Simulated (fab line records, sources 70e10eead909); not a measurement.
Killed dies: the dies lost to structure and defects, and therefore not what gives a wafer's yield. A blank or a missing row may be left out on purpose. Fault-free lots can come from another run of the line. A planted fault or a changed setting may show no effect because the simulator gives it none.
Which of the tools did it? / flow nand-harc / 13 lots with 39 wafers sampled at 5 steps, on a route of 1159 steps

WHAT EACH GAUGE READ, for each wafer
NHARC_A_CHANNEL_HOLE_D1_CD_MEAS_30. Usual: 90.6 nm for cd-nm, sd 0.96.
lot=L703; measured=day 8 05:22; on=cd-sem-02; cd-nm (nm)=89.2 90.4 90.6; flag=
lot=L705; measured=day 8 22:27; on=cd-sem-01; cd-nm (nm)=89.3 89.2 90.5; flag=
lot=L704; measured=day 9 01:55; on=cd-sem-03; cd-nm (nm)=90.7 88.5 88.1; flag=
lot=L706; measured=day 9 04:34; on=cd-sem-01; cd-nm (nm)=89.3 91.2 89.5; flag=
lot=L709; measured=day 9 06:08; on=cd-sem-03; cd-nm (nm)=91.1 90.9 91.6; flag=
lot=L708; measured=day 9 09:33; on=cd-sem-03; cd-nm (nm)=90.3 91.2 90.5; flag=
lot=L707; measured=day 9 13:23; on=cd-sem-02; cd-nm (nm)=91.7 91.9 91.3; flag=
lot=L715; measured=day 11 16:58; on=cd-sem-01; cd-nm (nm)=91.3 91.3 91.8; flag=
lot=L716; measured=day 11 17:22; on=cd-sem-01; cd-nm (nm)=90.5 90.2 90.0; flag=
lot=L717; measured=day 11 21:07; on=cd-sem-03; cd-nm (nm)=90.1 90.4 90.7; flag=
lot=L723; measured=day 13 14:15; on=cd-sem-02; cd-nm (nm)=91.3 91.9 90.4; flag=
lot=L724; measured=day 13 14:59; on=cd-sem-01; cd-nm (nm)=91.0 90.8 91.4; flag=
lot=L726; measured=day 14 10:28; on=cd-sem-02; cd-nm (nm)=91.1 90.8 92.9; flag=

NHARC_END_SORT_01. Usual: killed-at-array 28, standard deviation 12; killed-at-other 0.8, standard deviation 1.1; killed-at-periphery 3.6, standard deviation 2.3; killed-dies 32, standard deviation 12; killed-open 3.4, standard deviation 1.9; killed-short 2.0, standard deviation 1.3.
lot=L708; measured=day 20 00:34; on=prober-01; killed-at-array=27 27 25; killed-at-other=0 0 0; killed-at-periphery=4 3 0; killed-dies=31 30 25; killed-open=5 4 3; killed-short=2 4 1; flag=
lot=L715; measured=day 22 07:51; on=prober-02; killed-at-array=18 25 22; killed-at-other=0 5 2; killed-at-periphery=6 3 8; killed-dies=24 33 32; killed-open=0 2 5; killed-short=1 1 3; flag=
lot=L716; measured=day 22 00:01; on=prober-02; killed-at-array=18 11 9; killed-at-other=0 1 0; killed-at-periphery=5 5 8; killed-dies=23 17 17; killed-open=3 2 1; killed-short=2 1 2; flag=
lot=L717; measured=day 22 00:50; on=prober-01; killed-at-array=49 55 62; killed-at-other=0 0 0; killed-at-periphery=8 5 9; killed-dies=57 60 71; killed-open=7 4 8; killed-short=2 1 5; flag=

EACH LOT AND THE TOOL THAT RAN IT (in order: tool; ch and the chambers of the sampled wafers; start)
lot=L703; NHARC_A_CHANNEL_HOLE_D1_ETCH_21=har-etch-01 ch 0,1, day 8 00:25; NHARC_A_CHANNEL_HOLE_D1_ETCH_26=har-etch-01 ch 0,1, day 8 03:41; NHARC_A_CHANNEL_FILL_D1_ALD_15=ald-sin-batch-02 ch 0, day 8 15:56
lot=L705; NHARC_A_CHANNEL_HOLE_D1_ETCH_21=har-etch-01 ch 0,1, day 8 17:22; NHARC_A_CHANNEL_HOLE_D1_ETCH_26=har-etch-01 ch 0,1, day 8 20:43; NHARC_A_CHANNEL_FILL_D1_ALD_15=ald-sin-batch-01 ch 0, day 9 09:23
lot=L704; NHARC_A_CHANNEL_HOLE_D1_ETCH_21=har-etch-02 ch 0, day 8 20:53; NHARC_A_CHANNEL_HOLE_D1_ETCH_26=har-etch-02 ch 0, day 9 00:13; NHARC_A_CHANNEL_FILL_D1_ALD_15=ald-sin-batch-01 ch 0, day 9 12:29
lot=L706; NHARC_A_CHANNEL_HOLE_D1_ETCH_21=har-etch-01 ch 0,1, day 8 23:29; NHARC_A_CHANNEL_HOLE_D1_ETCH_26=har-etch-01 ch 0,1, day 9 02:49; NHARC_A_CHANNEL_FILL_D1_ALD_15=ald-sin-batch-01 ch 0, day 9 12:29
lot=L709; NHARC_A_CHANNEL_HOLE_D1_ETCH_21=har-etch-02 ch 0,1, day 9 00:59; NHARC_A_CHANNEL_HOLE_D1_ETCH_26=har-etch-02 ch 0,1, day 9 04:22; NHARC_A_CHANNEL_FILL_D1_ALD_15=ald-sin-batch-02 ch 0, day 9 16:40
lot=L708; NHARC_A_CHANNEL_HOLE_D1_ETCH_21=har-etch-01 ch 0,1, day 9 04:23; NHARC_A_CHANNEL_HOLE_D1_ETCH_26=har-etch-01 ch 0,1, day 9 07:44; NHARC_A_CHANNEL_FILL_D1_ALD_15=ald-sin-batch-03 ch 0, day 9 20:03
lot=L707; NHARC_A_CHANNEL_HOLE_D1_ETCH_21=har-etch-02 ch 0,1, day 9 08:19; NHARC_A_CHANNEL_HOLE_D1_ETCH_26=har-etch-02 ch 0,1, day 9 11:39; NHARC_A_CHANNEL_FILL_D1_ALD_15=ald-sin-batch-03 ch 0, day 10 00:29
lot=L715; NHARC_A_CHANNEL_HOLE_D1_ETCH_21=har-etch-01 ch 0,1, day 11 11:52; NHARC_A_CHANNEL_HOLE_D1_ETCH_26=har-etch-01 ch 0,1, day 11 15:12; NHARC_A_CHANNEL_FILL_D1_ALD_15=ald-sin-batch-02 ch 0, day 12 03:35
lot=L716; NHARC_A_CHANNEL_HOLE_D1_ETCH_21=har-etch-02 ch 0,1, day 11 12:14; NHARC_A_CHANNEL_HOLE_D1_ETCH_26=har-etch-02 ch 0,1, day 11 15:35; NHARC_A_CHANNEL_FILL_D1_ALD_15=ald-sin-batch-02 ch 0, day 12 03:35
lot=L717; NHARC_A_CHANNEL_HOLE_D1_ETCH_21=har-etch-01 ch 1, day 11 16:01; NHARC_A_CHANNEL_HOLE_D1_ETCH_26=har-etch-01 ch 1, day 11 19:22; NHARC_A_CHANNEL_FILL_D1_ALD_15=ald-sin-batch-03 ch 0, day 12 07:35
lot=L723; NHARC_A_CHANNEL_HOLE_D1_ETCH_21=har-etch-01 ch 0,1, day 13 09:12; NHARC_A_CHANNEL_HOLE_D1_ETCH_26=har-etch-01 ch 0,1, day 13 12:31; NHARC_A_CHANNEL_FILL_D1_ALD_15=ald-sin-batch-01 ch 0, day 14 00:47
lot=L724; NHARC_A_CHANNEL_HOLE_D1_ETCH_21=har-etch-02 ch 0,1, day 13 09:48; NHARC_A_CHANNEL_HOLE_D1_ETCH_26=har-etch-02 ch 0,1, day 13 13:08; NHARC_A_CHANNEL_FILL_D1_ALD_15=ald-sin-batch-01 ch 0, day 14 00:47
lot=L726; NHARC_A_CHANNEL_HOLE_D1_ETCH_21=har-etch-02 ch 0,1, day 14 05:24; NHARC_A_CHANNEL_HOLE_D1_ETCH_26=har-etch-02 ch 0,1, day 14 08:43; NHARC_A_CHANNEL_FILL_D1_ALD_15=ald-sin-batch-01 ch 0, day 14 20:58
- NHARC_A_CHANNEL_HOLE_D1_ETCH_21: etches the open film in C4F8/O2/Ar, time 514.3 s, target depth 1600 nm.
- NHARC_A_CHANNEL_HOLE_D1_ETCH_26: etches the open film in C4F8/O2/Ar, time 224.1 s, target depth 300 nm.
- NHARC_A_CHANNEL_FILL_D1_ALD_15: deposits SiNx, target thk 2 nm, pulse time 60 s, ald cycles 19.

WHAT THE TOOLS THEMSELVES READ (means of the sampled wafers that have a number; where no wafer has one, the mark that the record gives instead)
NHARC_A_CHANNEL_HOLE_D1_ETCH_21. Usual: drypump-motor-current-A 5.95 A, standard deviation 0.27; showerhead-plenum-p-Torr 3.78 Torr, standard deviation 0.06; throttle-valve-pct 32.156 %, standard deviation 0.0091.
lot=L703; tool=har-etch-01; drypump-motor-current-A (A)=5.97; showerhead-plenum-p-Torr (Torr)=3.75; throttle-valve-pct (%)=32.156; flag=
lot=L705; tool=har-etch-01; drypump-motor-current-A (A)=5.82; showerhead-plenum-p-Torr (Torr)=3.78; throttle-valve-pct (%)=32.158; flag=
lot=L704; tool=har-etch-02; drypump-motor-current-A (A)=5.74; showerhead-plenum-p-Torr (Torr)=3.87; throttle-valve-pct (%)=32.149; flag=
lot=L706; tool=har-etch-01; drypump-motor-current-A (A)=5.81; showerhead-plenum-p-Torr (Torr)=3.78; throttle-valve-pct (%)=32.160; flag=
lot=L709; tool=har-etch-02; drypump-motor-current-A (A)=6.09; showerhead-plenum-p-Torr (Torr)=3.80; throttle-valve-pct (%)=32.163; flag=
lot=L708; tool=har-etch-01; drypump-motor-current-A (A)=5.96; showerhead-plenum-p-Torr (Torr)=3.74; throttle-valve-pct (%)=32.148; flag=
lot=L707; tool=har-etch-02; drypump-motor-current-A (A)=5.91; showerhead-plenum-p-Torr (Torr)=3.84; throttle-valve-pct (%)=32.152; flag=
lot=L715; tool=har-etch-01; drypump-motor-current-A (A)=5.81; showerhead-plenum-p-Torr (Torr)=3.76; throttle-valve-pct (%)=32.146; flag=
lot=L716; tool=har-etch-02; drypump-motor-current-A (A)=6.10; showerhead-plenum-p-Torr (Torr)=3.79; throttle-valve-pct (%)=32.160; flag=
lot=L717; tool=har-etch-01; drypump-motor-current-A (A)=6.12; showerhead-plenum-p-Torr (Torr)=3.69; throttle-valve-pct (%)=32.147; flag=
lot=L723; tool=har-etch-01; drypump-motor-current-A (A)=5.97; showerhead-plenum-p-Torr (Torr)=3.72; throttle-valve-pct (%)=32.160; flag=
lot=L724; tool=har-etch-02; drypump-motor-current-A (A)=6.11; showerhead-plenum-p-Torr (Torr)=3.78; throttle-valve-pct (%)=32.150; flag=
lot=L726; tool=har-etch-02; drypump-motor-current-A (A)=6.10; showerhead-plenum-p-Torr (Torr)=3.77; throttle-valve-pct (%)=32.160; flag=

NHARC_A_CHANNEL_HOLE_D1_ETCH_26. Usual: drypump-motor-current-A 5.95 A, standard deviation 0.26; showerhead-plenum-p-Torr 3.83 Torr, standard deviation 0.063; throttle-valve-pct 24.583 %, standard deviation 0.011.
lot=L703; tool=har-etch-01; drypump-motor-current-A (A)=5.97; showerhead-plenum-p-Torr (Torr)=3.80; throttle-valve-pct (%)=24.591; flag=
lot=L705; tool=har-etch-01; drypump-motor-current-A (A)=5.80; showerhead-plenum-p-Torr (Torr)=3.83; throttle-valve-pct (%)=24.583; flag=
lot=L704; tool=har-etch-02; drypump-motor-current-A (A)=5.74; showerhead-plenum-p-Torr (Torr)=3.93; throttle-valve-pct (%)=24.588; flag=
lot=L706; tool=har-etch-01; drypump-motor-current-A (A)=5.81; showerhead-plenum-p-Torr (Torr)=3.83; throttle-valve-pct (%)=24.586; flag=
lot=L709; tool=har-etch-02; drypump-motor-current-A (A)=6.09; showerhead-plenum-p-Torr (Torr)=3.86; throttle-valve-pct (%)=24.585; flag=
lot=L708; tool=har-etch-01; drypump-motor-current-A (A)=5.97; showerhead-plenum-p-Torr (Torr)=3.79; throttle-valve-pct (%)=24.574; flag=
lot=L707; tool=har-etch-02; drypump-motor-current-A (A)=5.92; showerhead-plenum-p-Torr (Torr)=3.89; throttle-valve-pct (%)=24.576; flag=
lot=L715; tool=har-etch-01; drypump-motor-current-A (A)=5.82; showerhead-plenum-p-Torr (Torr)=3.81; throttle-valve-pct (%)=24.584; flag=
lot=L716; tool=har-etch-02; drypump-motor-current-A (A)=6.09; showerhead-plenum-p-Torr (Torr)=3.84; throttle-valve-pct (%)=24.590; flag=
lot=L717; tool=har-etch-01; drypump-motor-current-A (A)=6.12; showerhead-plenum-p-Torr (Torr)=3.74; throttle-valve-pct (%)=24.577; flag=
lot=L723; tool=har-etch-01; drypump-motor-current-A (A)=5.96; showerhead-plenum-p-Torr (Torr)=3.77; throttle-valve-pct (%)=24.587; flag=
lot=L724; tool=har-etch-02; drypump-motor-current-A (A)=6.10; showerhead-plenum-p-Torr (Torr)=3.83; throttle-valve-pct (%)=24.578; flag=
lot=L726; tool=har-etch-02; drypump-motor-current-A (A)=6.10; showerhead-plenum-p-Torr (Torr)=3.82; throttle-valve-pct (%)=24.582; flag=

NHARC_A_CHANNEL_FILL_D1_ALD_15. Usual: 1.000 for precursor-pulse-height-rel, sd 0.02.
lot=L703 tool=ald-sin-batch-02 precursor-pulse-height-rel=1.004 flag=
lot=L705 tool=ald-sin-batch-01 precursor-pulse-height-rel=0.996 flag=
lot=L704 tool=ald-sin-batch-01 precursor-pulse-height-rel=1.003 flag=
lot=L706 tool=ald-sin-batch-01 precursor-pulse-height-rel=0.989 flag=
lot=L709 tool=ald-sin-batch-02 precursor-pulse-height-rel=1.030 flag=
lot=L708 tool=ald-sin-batch-03 precursor-pulse-height-rel=1.008 flag=
lot=L707 tool=ald-sin-batch-03 precursor-pulse-height-rel=0.989 flag=
lot=L715 tool=ald-sin-batch-02 precursor-pulse-height-rel=1.004 flag=
lot=L716 tool=ald-sin-batch-02 precursor-pulse-height-rel=1.007 flag=
lot=L717 tool=ald-sin-batch-03 precursor-pulse-height-rel=1.008 flag=
lot=L723 tool=ald-sin-batch-01 precursor-pulse-height-rel=1.005 flag=
lot=L724 tool=ald-sin-batch-01 precursor-pulse-height-rel=0.974 flag=
lot=L726 tool=ald-sin-batch-01 precursor-pulse-height-rel=1.002 flag=

THE ANSWER, worked out from the rows above alone
Rule: a lot counts as off when the mean over its wafers that have a number is more than 3 standard deviations away from the usual mean. Also off: a lot with no number at a reading for which 4 or more lots have one. Where the step has rows for the other lots, those lots are counted as sound. First the gauges in route order, then the tools' own readings, where a lot's mean is used as printed above. The first step at which some lot is off is used, and at that step the reading that is off furthest; a lot without a number counts as furthest.
No lot is off on any of the readings shown, so nothing can be concluded from this.

WHAT WAS PUT IN BY THE SIMULATOR
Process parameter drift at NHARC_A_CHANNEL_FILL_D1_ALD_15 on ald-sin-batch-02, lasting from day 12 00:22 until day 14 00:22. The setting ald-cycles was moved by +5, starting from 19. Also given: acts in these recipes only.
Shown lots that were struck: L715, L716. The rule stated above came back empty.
